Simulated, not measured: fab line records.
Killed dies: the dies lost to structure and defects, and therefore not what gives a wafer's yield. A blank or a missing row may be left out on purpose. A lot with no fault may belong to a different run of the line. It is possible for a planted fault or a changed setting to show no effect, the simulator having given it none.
Chamber matching :: flow n5-finfet :: N5_BEOL_M2_DESCUM_33 on rie-diel-01: 4 sister chambers
The step chemistry O2, time 7 s. 8 wafers are shown with their chamber, then 12 later ones without.

WAFERS PAIRED WITH THEIR CHAMBERS
wafer: L079.3
chamber: 1
throttle-valve-pct (%): 20.06
drypump-motor-current-A (A): 4.9

wafer: L081.6
chamber: 3
throttle-valve-pct (%): 20.36
drypump-motor-current-A (A): 5.7

wafer: L086.5
chamber: 1
throttle-valve-pct (%): 20.06
drypump-motor-current-A (A): 4.9

wafer: L089.3
chamber: 2
throttle-valve-pct (%): 20.30
drypump-motor-current-A (A): 5.5

wafer: L089.6
chamber: 2
throttle-valve-pct (%): 20.29
drypump-motor-current-A (A): 5.5

wafer: L091.1
chamber: 0
throttle-valve-pct (%): 20.65
drypump-motor-current-A (A): 5.3

wafer: L091.5
chamber: 3
throttle-valve-pct (%): 20.39
drypump-motor-current-A (A): 5.8

wafer: L091.6
chamber: 0
throttle-valve-pct (%): 20.66
drypump-motor-current-A (A): 5.4

WAFERS WITH NO CHAMBER GIVEN
wafer: L092.1
throttle-valve-pct (%): 20.30
drypump-motor-current-A (A): 5.5

wafer: L092.2
throttle-valve-pct (%): 20.40
drypump-motor-current-A (A): 5.8

wafer: L092.3
throttle-valve-pct (%): 20.68
drypump-motor-current-A (A): 5.4

wafer: L094.2
throttle-valve-pct (%): 20.10
drypump-motor-current-A (A): 4.8

wafer: L094.4
throttle-valve-pct (%): 20.68
drypump-motor-current-A (A): 5.3

wafer: L094.6
throttle-valve-pct (%): 20.30
drypump-motor-current-A (A): 5.5

wafer: L095.1
throttle-valve-pct (%): 20.68
drypump-motor-current-A (A): 5.3

wafer: L095.2
throttle-valve-pct (%): 20.31
drypump-motor-current-A (A): 5.5

wafer: L095.3
throttle-valve-pct (%): 20.40
drypump-motor-current-A (A): 5.8

wafer: L095.4
throttle-valve-pct (%): 20.10
drypump-motor-current-A (A): 4.8

wafer: L095.5
throttle-valve-pct (%): 20.11
drypump-motor-current-A (A): 4.9

wafer: L095.6
throttle-valve-pct (%): 20.31
drypump-motor-current-A (A): 5.5

CHAMBER TAKEN BY EACH
wafer: L092.1
from the rows above: 2
in truth: 2

wafer: L092.2
from the rows above: 3
in truth: 3

wafer: L092.3
from the rows above: 0
in truth: 0

wafer: L094.2
from the rows above: 1
in truth: 1

wafer: L094.4
from the rows above: 0
in truth: 0

wafer: L094.6
from the rows above: 2
in truth: 2

wafer: L095.1
from the rows above: 0
in truth: 0

wafer: L095.2
from the rows above: 2
in truth: 2

wafer: L095.3
from the rows above: 3
in truth: 3

wafer: L095.4
from the rows above: 1
in truth: 1

wafer: L095.5
from the rows above: 1
in truth: 1

wafer: L095.6
from the rows above: 2
in truth: 2
Correct placement for 12 of the 12. Not placeable from these rows: 0. Number placed wrongly: 0.
How it was worked out, from the rows above alone: a wafer's distance from a chamber is the root of the sum, over the readings, of the square of ((its reading less the chamber's mean) divided by the reading's scatter). The wafer belongs to the nearest chamber; if the next one is less than 2 further off, it can't be placed. A chamber's mean is the mean of its shown wafers. The scatter: take each reading less its chamber's mean, square it, sum over the shown wafers, divide by the number of wafers less the number of chambers, and take the root.
